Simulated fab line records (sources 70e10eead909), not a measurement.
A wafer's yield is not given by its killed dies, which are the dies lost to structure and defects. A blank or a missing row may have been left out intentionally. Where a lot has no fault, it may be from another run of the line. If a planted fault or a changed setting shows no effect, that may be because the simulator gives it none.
Which tool was responsible? / flow nand harc / Sampling: 13 lots, 39 wafers, 6 of 1159 route steps

== WHAT EACH GAUGE READ, for each wafer ==
NHARC_A_CONTACT_CD_MEAS_08: target cd 100 nm. Usual: cd nm at 99.9 nm, with a standard deviation of 0.62.
lot=L610; measured=day 17 18:16; on=cd sem-02; cd nm (nm)=99.5 98.8 99.8; flag=
lot=L614; measured=day 18 12:37; on=cd sem-03; cd nm (nm)=101.5 101.4 100.9; flag=
lot=L620; measured=day 20 01:14; on=cd sem-03; cd nm (nm)=99.9 99.7 99.8; flag=
lot=L623; measured=day 20 01:51; on=cd sem-01; cd nm (nm)=99.5 99.2 99.8; flag=
lot=L622; measured=day 20 14:54; on=cd sem-02; cd nm (nm)=100.3 100.2 100.7; flag=
lot=L624; measured=day 20 18:19; on=cd sem-02; cd nm (nm)=98.8 99.4 99.1; flag=
lot=L625; measured=day 20 19:59; on=cd sem-01; cd nm (nm)=99.3 100.1 100.9; flag=
lot=L626; measured=day 21 22:01; on=cd sem-03; cd nm (nm)=100.9 100.5 100.6; flag=
lot=L628; measured=day 22 00:33; on=cd sem-02; cd nm (nm)=99.9 100.2 100.6; flag=
lot=L627; measured=day 22 04:04; on=cd sem-03; cd nm (nm)=99.2 100.0 99.7; flag=
lot=L629; measured=day 22 13:25; on=cd sem-01; cd nm (nm)=99.4 100.0 99.4; flag=
lot=L630; measured=day 22 14:13; on=cd sem-01; cd nm (nm)=99.9 99.6 100.5; flag=
lot=L631; measured=day 23 09:16; on=cd sem-02; cd nm (nm)=98.9 99.2 99.5; flag=

NHARC_A_CONTACT_INSPECT_23. Usual: raw defect count at 400, with a standard deviation of 130.
lot=L610; measured=day 17 23:33; on=defect inspect-02; raw defect count=2502 2443 2418; flag=OFF
lot=L614; measured=day 18 20:05; on=defect inspect-01; raw defect count=2344 2580 2533; flag=OFF
lot=L620; measured=day 20 07:46; on=defect inspect-01; raw defect count=537 449 522; flag=
lot=L623; measured=day 20 07:55; on=defect inspect-01; raw defect count=468 277 313; flag=
lot=L622; measured=day 20 20:13; on=defect inspect-02; raw defect count=862 452 563; flag=
lot=L624; measured=day 21 01:31; on=defect inspect-02; raw defect count=529 341 535; flag=
lot=L625; measured=day 21 11:08; on=defect inspect-02; raw defect count=295 236 314; flag=
lot=L626; measured=day 22 05:10; on=defect inspect-01; raw defect count=501 598 349; flag=
lot=L628; measured=day 22 05:43; on=defect inspect-01; raw defect count=312 417 301; flag=
lot=L627; measured=day 22 14:49; on=defect inspect-02; raw defect count=374 457 326; flag=
lot=L629; measured=day 22 23:13; on=defect inspect-02; raw defect count=303 376 397; flag=
lot=L630; measured=day 22 23:49; on=defect inspect-02; raw defect count=545 356 687; flag=
lot=L631; measured=day 23 15:25; on=defect inspect-02; raw defect count=305 344 283; flag=

NHARC_A_BLC_OVL_MEAS_11. Usual: overlay x nm 0.0 nm, standard deviation 0.79; overlay y nm -0.1 nm, standard deviation 0.76.
lot=L620; measured=day 20 08:22; on=overlay-02; overlay x nm (nm)=-0.6 -0.3 -1.0; overlay y nm (nm)=-1.0 -0.6 -1.3; flag=
lot=L623; measured=day 20 08:31; on=overlay-01; overlay x nm (nm)=0.6 0.3 0.1; overlay y nm (nm)=-0.3 -0.3 -0.8; flag=
lot=L622; measured=day 20 20:50; on=overlay-01; overlay x nm (nm)=0.5 0.1 0.8; overlay y nm (nm)=-0.5 -0.4 -0.1; flag=
lot=L624; measured=day 21 01:59; on=overlay-01; overlay x nm (nm)=-0.7 -0.5 -0.6; overlay y nm (nm)=-1.7 -1.1 -1.0; flag=
lot=L625; measured=day 21 11:44; on=overlay-01; overlay x nm (nm)=1.2 1.1 1.0; overlay y nm (nm)=-0.5 -0.3 -1.4; flag=
lot=L626; measured=day 22 05:47; on=overlay-02; overlay x nm (nm)=1.3 0.8 1.0; overlay y nm (nm)=0.0 -0.6 0.7; flag=
lot=L628; measured=day 22 06:13; on=overlay-02; overlay x nm (nm)=-0.7 -0.3 -0.4; overlay y nm (nm)=-0.6 -0.3 -0.6; flag=
lot=L627; measured=day 22 15:25; on=overlay-02; overlay x nm (nm)=-0.1 -0.3 -0.8; overlay y nm (nm)=-0.6 0.0 -0.7; flag=
lot=L629; measured=day 22 23:49; on=overlay-02; overlay x nm (nm)=0.9 0.6 0.3; overlay y nm (nm)=0.9 0.2 0.5; flag=
lot=L630; measured=day 23 00:17; on=overlay-01; overlay x nm (nm)=-1.1 -1.1 -1.1; overlay y nm (nm)=0.5 0.4 0.4; flag=
lot=L631; measured=day 23 15:53; on=overlay-01; overlay x nm (nm)=0.4 0.0 -0.1; overlay y nm (nm)=0.8 1.2 0.5; flag=

NHARC_END_SORT_01. Usual: killed at array 27, standard deviation 10; killed at other 0.6, standard deviation 0.96; killed at periphery 3.4, standard deviation 2.7; killed dies 31, standard deviation 10; killed open 2.9, standard deviation 1.8; killed short 1.8, standard deviation 1.4.
lot=L610; measured=day 20 16:42; on=prober-02; killed at array=667 672 672; killed at other=3 0 0; killed at periphery=7 5 5; killed dies=677 677 677; killed open=2 1 1; killed short=4 1 3; flag=OFF
lot=L614; measured=day 20 16:58; on=prober-01; killed at array=675 676 673; killed at other=0 0 0; killed at periphery=2 1 4; killed dies=677 677 677; killed open=2 1 3; killed short=3 0 1; flag=OFF

== EACH LOT AND THE TOOL THAT RAN IT (in order: tool; ch and the chambers of the sampled wafers; start) ==
lot=L610; NHARC_A_CONTACT_ALD_18=ald metal-01 ch 1,2,3, day 17 22:02; NHARC_A_CONTACT_CMP_20=cmp-04 ch 2,3, day 17 23:10
lot=L614; NHARC_A_CONTACT_ALD_18=ald metal-01 ch 1,2,3, day 18 16:30; NHARC_A_CONTACT_CMP_20=cmp-02 ch 0,2,3, day 18 19:42
lot=L620; NHARC_A_CONTACT_ALD_18=ald metal-02 ch 1,2,3, day 20 05:40; NHARC_A_CONTACT_CMP_20=cmp-02 ch 2,3, day 20 07:22
lot=L623; NHARC_A_CONTACT_ALD_18=ald metal-04 ch 0,1, day 20 06:13; NHARC_A_CONTACT_CMP_20=cmp-04 ch 0,2,3, day 20 07:31
lot=L622; NHARC_A_CONTACT_ALD_18=ald metal-04 ch 1,2,3, day 20 18:45; NHARC_A_CONTACT_CMP_20=cmp-04 ch 0,3, day 20 19:49
lot=L624; NHARC_A_CONTACT_ALD_18=ald metal-01 ch 0,2, day 20 21:43; NHARC_A_CONTACT_CMP_20=cmp-02 ch 2,3, day 21 01:07
lot=L625; NHARC_A_CONTACT_ALD_18=ald metal-01 ch 0,1,3, day 20 23:29; NHARC_A_CONTACT_CMP_20=cmp-02 ch 0,2,3, day 21 10:44
lot=L626; NHARC_A_CONTACT_ALD_18=ald metal-02 ch 0,3, day 22 01:59; NHARC_A_CONTACT_CMP_20=cmp-02 ch 0,2,3, day 22 04:49
lot=L628; NHARC_A_CONTACT_ALD_18=ald metal-01 ch 0,1,3, day 22 04:12; NHARC_A_CONTACT_CMP_20=cmp-04 ch 0,1,2, day 22 05:20
lot=L627; NHARC_A_CONTACT_ALD_18=ald metal-01 ch 0,3, day 22 08:18; NHARC_A_CONTACT_CMP_20=cmp-02 ch 0,1, day 22 14:24
lot=L629; NHARC_A_CONTACT_ALD_18=ald metal-01 ch 0,2, day 22 16:52; NHARC_A_CONTACT_CMP_20=cmp-04 ch 0,1,3, day 22 22:52
lot=L630; NHARC_A_CONTACT_ALD_18=ald metal-04 ch 0,1,3, day 22 17:38; NHARC_A_CONTACT_CMP_20=cmp-02 ch 0,1,3, day 22 23:24
lot=L631; NHARC_A_CONTACT_ALD_18=ald metal-02 ch 1,2,3, day 23 12:47; NHARC_A_CONTACT_CMP_20=cmp-04 ch 0,3, day 23 15:02
- NHARC_A_CONTACT_ALD_18: deposits TiN, target thk 3 nm, pulse time 1 s, ald cycles 150.
- NHARC_A_CONTACT_CMP_20: polishes, t overpolish 30 s, target thk 300 nm.

== AS READ BY THE TOOLS THEMSELVES (means over the sampled wafers that have a number; for cases with no such wafer, the mark the record gives instead) ==
NHARC_A_CONTACT_ALD_18. Usual: heater power w 1115 W, standard deviation 99; precursor pulse height rel 1.001, standard deviation 0.02.
lot=L610; tool=ald metal-01; heater power w (W)=1223; precursor pulse height rel=1.014; flag=
lot=L614; tool=ald metal-01; heater power w (W)=1233; precursor pulse height rel=0.991; flag=
lot=L620; tool=ald metal-02; heater power w (W)=1080; precursor pulse height rel=0.995; flag=
lot=L623; tool=ald metal-04; heater power w (W)=1019; precursor pulse height rel=1.006; flag=
lot=L622; tool=ald metal-04; heater power w (W)=1092; precursor pulse height rel=0.999; flag=
lot=L624; tool=ald metal-01; heater power w (W)=1102; precursor pulse height rel=1.009; flag=
lot=L625; tool=ald metal-01; heater power w (W)=1207; precursor pulse height rel=1.003; flag=
lot=L626; tool=ald metal-02; heater power w (W)=1120; precursor pulse height rel=0.995; flag=
lot=L628; tool=ald metal-01; heater power w (W)=1203; precursor pulse height rel=1.002; flag=
lot=L627; tool=ald metal-01; heater power w (W)=1210; precursor pulse height rel=0.988; flag=
lot=L629; tool=ald metal-01; heater power w (W)=1111; precursor pulse height rel=0.994; flag=
lot=L630; tool=ald metal-04; heater power w (W)=1055; precursor pulse height rel=0.976; flag=
lot=L631; tool=ald metal-02; heater power w (W)=1095; precursor pulse height rel=1.010; flag=

NHARC_A_CONTACT_CMP_20. Usual: edge zone pressure frac 1.000, standard deviation 0.0046; motor current A 11.9 A, standard deviation 1.2; overpolish run s 30.000 s, standard deviation 0.0086; slurry flow ml min 149.9, standard deviation 0.51; time to endpoint s 59 s, standard deviation 4.
lot=L610; tool=cmp-04; edge zone pressure frac=-; motor current A (A)=-; overpolish run s (s)=-; slurry flow ml min=-; time to endpoint s (s)=-; flag=OFF
lot=L614; tool=cmp-02; edge zone pressure frac=-; motor current A (A)=-; overpolish run s (s)=-; slurry flow ml min=-; time to endpoint s (s)=-; flag=OFF
lot=L620; tool=cmp-02; edge zone pressure frac=1.000; motor current A (A)=12.1; overpolish run s (s)=29.992; slurry flow ml min=149.9; time to endpoint s (s)=54; flag=
lot=L623; tool=cmp-04; edge zone pressure frac=0.998; motor current A (A)=11.4; overpolish run s (s)=30.005; slurry flow ml min=149.3; time to endpoint s (s)=58; flag=
lot=L622; tool=cmp-04; edge zone pressure frac=0.999; motor current A (A)=12.3; overpolish run s (s)=30.006; slurry flow ml min=150.0; time to endpoint s (s)=60; flag=
lot=L624; tool=cmp-02; edge zone pressure frac=0.999; motor current A (A)=11.8; overpolish run s (s)=29.999; slurry flow ml min=150.3; time to endpoint s (s)=57; flag=
lot=L625; tool=cmp-02; edge zone pressure frac=1.002; motor current A (A)=11.7; overpolish run s (s)=29.993; slurry flow ml min=149.7; time to endpoint s (s)=59; flag=
lot=L626; tool=cmp-02; edge zone pressure frac=1.003; motor current A (A)=11.8; overpolish run s (s)=29.990; slurry flow ml min=149.9; time to endpoint s (s)=55; flag=
lot=L628; tool=cmp-04; edge zone pressure frac=0.997; motor current A (A)=11.8; overpolish run s (s)=30.003; slurry flow ml min=149.3; time to endpoint s (s)=61; flag=
lot=L627; tool=cmp-02; edge zone pressure frac=0.999; motor current A (A)=11.6; overpolish run s (s)=29.999; slurry flow ml min=149.9; time to endpoint s (s)=59; flag=
lot=L629; tool=cmp-04; edge zone pressure frac=1.001; motor current A (A)=13.1; overpolish run s (s)=30.005; slurry flow ml min=149.9; time to endpoint s (s)=59; flag=
lot=L630; tool=cmp-02; edge zone pressure frac=1.000; motor current A (A)=11.9; overpolish run s (s)=30.000; slurry flow ml min=150.0; time to endpoint s (s)=58; flag=
lot=L631; tool=cmp-04; edge zone pressure frac=1.003; motor current A (A)=12.9; overpolish run s (s)=30.001; slurry flow ml min=149.7; time to endpoint s (s)=59; flag=

== THE ANSWER, worked out from the rows above alone ==
Rule: lot off if the mean of its wafers having a number is beyond 3 standard deviations from the usual mean. Also off: a lot with no number at a reading for which 4 or more lots have one. Where the step has rows for the other lots, those lots are counted as sound. Order of review: gauges by route order, followed by the tools' own readings, for which a lot's mean as printed above is used. The first step at which some lot is off is used, and at that step the reading that is off furthest; a lot without a number counts as furthest.
Off: L610, L614 (NHARC_A_CONTACT_INSPECT_23, raw defect count).
If a tool, at a process step before that reading, ran all the lots that are off and no sound lot after the first of them, it fits. Not tried: the gauges at NHARC_A_CONTACT_INSPECT_23; whatever is off there is also off at NHARC_END_SORT_01, on other tools, and gauge error can't account for it. Not one of the candidates tried fits.

== WHAT THE SIMULATOR HAD INSERTED ==
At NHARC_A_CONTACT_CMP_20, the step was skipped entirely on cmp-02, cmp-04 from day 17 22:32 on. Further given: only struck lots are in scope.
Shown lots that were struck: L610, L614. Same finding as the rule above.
